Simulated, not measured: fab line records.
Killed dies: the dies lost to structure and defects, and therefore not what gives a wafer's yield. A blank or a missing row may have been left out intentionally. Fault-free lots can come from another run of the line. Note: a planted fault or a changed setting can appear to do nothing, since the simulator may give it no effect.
Matching of chambers    flow n5-finfet    N5_BEOL_M0_SAQP_HM_DEP_111 on pecvd-01: 3 sister chambers
The step deposits SiO2 from SiH4/N2O, target thk 12 nm, time 7.2 s. 3 wafers are shown with their chamber, then 8 later ones without.

## WAFERS WITH THEIR CHAMBER
wafer   chamber  showerhead-plenum-p-Torr (Torr)
L084.3  2        8.45
L087.4  1        8.25
L091.2  0        8.37

## WAFERS WITH NO CHAMBER GIVEN
wafer   showerhead-plenum-p-Torr (Torr)
L091.3  8.44
L091.6  8.23
L092.2  8.34
L092.3  8.26
L092.4  8.36
L094.2  8.34
L094.3  8.22
L094.5  8.35

## WHICH CHAMBER EACH WENT THROUGH
wafer   from the rows above  in truth
L091.3  2                    2
L091.6  1                    1
L092.2  0                    0
L092.3  1                    1
L092.4  0                    0
L094.2  0                    0
L094.3  1                    1
L094.5  0                    0
Correctly placed: 8 of 8. Not placeable from these rows: 0. Wrongly placed: 0.
How it was worked out, from the rows above alone: a wafer's distance from a chamber is the root of the sum, over the readings, of the square of ((its reading less the chamber's mean) divided by the reading's scatter). If the next closest chamber is less than 2 further off than the closest, the wafer can't be placed; otherwise it belongs to the closest. A chamber's mean is the mean of its shown wafers. The scatter (one wafer shown for each chamber): square how far every hidden wafer sits from the nearest shown wafer, average those squares and take the square root.
